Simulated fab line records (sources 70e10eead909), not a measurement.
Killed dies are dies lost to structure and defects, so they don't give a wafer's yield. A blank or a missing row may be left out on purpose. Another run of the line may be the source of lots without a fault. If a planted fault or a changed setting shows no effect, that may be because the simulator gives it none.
Chamber matching || flow nand_harc || rie_diel-12 running NHARC_A_CONTACT_ETCH_91: 4 sister chambers
The step etches the open film in CH3F/O2, target depth 40 nm, time 85.7 s. 18 wafers are shown with their chamber, then 8 later ones without.

WAFERS, EACH WITH ITS CHAMBER
{"wafer": "L182.1", "chamber": 0, "drypump_motor_current_A (A)": 5.56, "showerhead_plenum_p_Torr (Torr)": 2.66, "oes_product_au (a.u.)": 0.93}
{"wafer": "L182.5", "chamber": 1, "drypump_motor_current_A (A)": 6.03, "showerhead_plenum_p_Torr (Torr)": 2.28, "oes_product_au (a.u.)": 0.93}
{"wafer": "L182.6", "chamber": 2, "drypump_motor_current_A (A)": 5.89, "showerhead_plenum_p_Torr (Torr)": 2.29, "oes_product_au (a.u.)": 0.91}
{"wafer": "L186.1", "chamber": 2, "drypump_motor_current_A (A)": 5.91, "showerhead_plenum_p_Torr (Torr)": 2.29, "oes_product_au (a.u.)": 0.92}
{"wafer": "L186.2", "chamber": 1, "drypump_motor_current_A (A)": 6.03, "showerhead_plenum_p_Torr (Torr)": 2.28, "oes_product_au (a.u.)": 0.93}
{"wafer": "L186.4", "chamber": 3, "drypump_motor_current_A (A)": 5.49, "showerhead_plenum_p_Torr (Torr)": 2.57, "oes_product_au (a.u.)": 0.94}
{"wafer": "L188.2", "chamber": 2, "drypump_motor_current_A (A)": 5.90, "showerhead_plenum_p_Torr (Torr)": 2.29, "oes_product_au (a.u.)": 0.94}
{"wafer": "L188.4", "chamber": 1, "drypump_motor_current_A (A)": 6.06, "showerhead_plenum_p_Torr (Torr)": 2.28, "oes_product_au (a.u.)": 0.94}
{"wafer": "L188.5", "chamber": 0, "drypump_motor_current_A (A)": 5.56, "showerhead_plenum_p_Torr (Torr)": 2.65, "oes_product_au (a.u.)": 0.93}
{"wafer": "L189.3", "chamber": 3, "drypump_motor_current_A (A)": 5.46, "showerhead_plenum_p_Torr (Torr)": 2.57, "oes_product_au (a.u.)": 1.03}
{"wafer": "L189.4", "chamber": 2, "drypump_motor_current_A (A)": 5.90, "showerhead_plenum_p_Torr (Torr)": 2.28, "oes_product_au (a.u.)": 0.92}
{"wafer": "L189.6", "chamber": 3, "drypump_motor_current_A (A)": 5.44, "showerhead_plenum_p_Torr (Torr)": 2.57, "oes_product_au (a.u.)": 1.03}
{"wafer": "L190.2", "chamber": 1, "drypump_motor_current_A (A)": 6.06, "showerhead_plenum_p_Torr (Torr)": 2.27, "oes_product_au (a.u.)": 0.92}
{"wafer": "L190.5", "chamber": 0, "drypump_motor_current_A (A)": 5.56, "showerhead_plenum_p_Torr (Torr)": 2.65, "oes_product_au (a.u.)": 0.93}
{"wafer": "L190.6", "chamber": 3, "drypump_motor_current_A (A)": 5.46, "showerhead_plenum_p_Torr (Torr)": 2.57, "oes_product_au (a.u.)": 0.95}
{"wafer": "L197.1", "chamber": 1, "drypump_motor_current_A (A)": 6.05, "showerhead_plenum_p_Torr (Torr)": 2.66, "oes_product_au (a.u.)": 0.97}
{"wafer": "L197.6", "chamber": 3, "drypump_motor_current_A (A)": 5.45, "showerhead_plenum_p_Torr (Torr)": 2.57, "oes_product_au (a.u.)": 1.01}
{"wafer": "L198.3", "chamber": 1, "drypump_motor_current_A (A)": 6.02, "showerhead_plenum_p_Torr (Torr)": 2.66, "oes_product_au (a.u.)": 0.90}

SIGNATURES, as means of the wafers listed above
{"reading": "drypump_motor_current_A", "chamber 0": 5.5600, "chamber 1": 6.0417, "chamber 2": 5.9000, "chamber 3": 5.4600, "scatter within a chamber": 0.0148}
{"reading": "showerhead_plenum_p_Torr", "chamber 0": 2.6533, "chamber 1": 2.4050, "chamber 2": 2.2875, "chamber 3": 2.5700, "scatter within a chamber": 0.118}
{"reading": "oes_product_au", "chamber 0": 0.9300, "chamber 1": 0.9317, "chamber 2": 0.9225, "chamber 3": 0.9920, "scatter within a chamber": 0.0278}
Rule: distance of a wafer from a chamber = root of the sum over the readings of ((wafer's reading minus chamber's mean) / reading's scatter) squared. If the next closest chamber is less than 2 further off than the closest, the wafer can't be placed; otherwise it belongs to the closest. The scatter: the root of (the sum of the squares of (reading less its chamber's mean) over the shown wafers, divided by (wafers less chambers)).

WAFERS WITH NO CHAMBER GIVEN
{"wafer": "L198.6", "drypump_motor_current_A (A)": 5.42, "showerhead_plenum_p_Torr (Torr)": 2.56, "oes_product_au (a.u.)": 0.94}
{"wafer": "L199.6", "drypump_motor_current_A (A)": 6.02, "showerhead_plenum_p_Torr (Torr)": 2.66, "oes_product_au (a.u.)": 0.90}
{"wafer": "L203.2", "drypump_motor_current_A (A)": 5.55, "showerhead_plenum_p_Torr (Torr)": 2.64, "oes_product_au (a.u.)": 0.93}
{"wafer": "L203.3", "drypump_motor_current_A (A)": 5.47, "showerhead_plenum_p_Torr (Torr)": 2.56, "oes_product_au (a.u.)": 0.96}
{"wafer": "L203.6", "drypump_motor_current_A (A)": 6.06, "showerhead_plenum_p_Torr (Torr)": 2.66, "oes_product_au (a.u.)": 0.91}
{"wafer": "L204.3", "drypump_motor_current_A (A)": 5.45, "showerhead_plenum_p_Torr (Torr)": 2.56, "oes_product_au (a.u.)": 0.94}
{"wafer": "L204.4", "drypump_motor_current_A (A)": 5.86, "showerhead_plenum_p_Torr (Torr)": 2.28, "oes_product_au (a.u.)": 0.92}
{"wafer": "L204.6", "drypump_motor_current_A (A)": 5.55, "showerhead_plenum_p_Torr (Torr)": 2.64, "oes_product_au (a.u.)": 0.92}

THE CHAMBER EACH PASSED THROUGH
{"wafer": "L198.6", "from the rows above": 3, "in truth": 3}
{"wafer": "L199.6", "from the rows above": 1, "in truth": 1}
{"wafer": "L203.2", "from the rows above": 0, "in truth": 0}
{"wafer": "L203.3", "from the rows above": 3, "in truth": 3}
{"wafer": "L203.6", "from the rows above": 1, "in truth": 1}
{"wafer": "L204.3", "from the rows above": 3, "in truth": 3}
{"wafer": "L204.4", "from the rows above": 2, "in truth": 2}
{"wafer": "L204.6", "from the rows above": 0, "in truth": 0}
Correct placement for 8 of the 8. Not placeable from these rows: 0. Wrongly placed: 0.
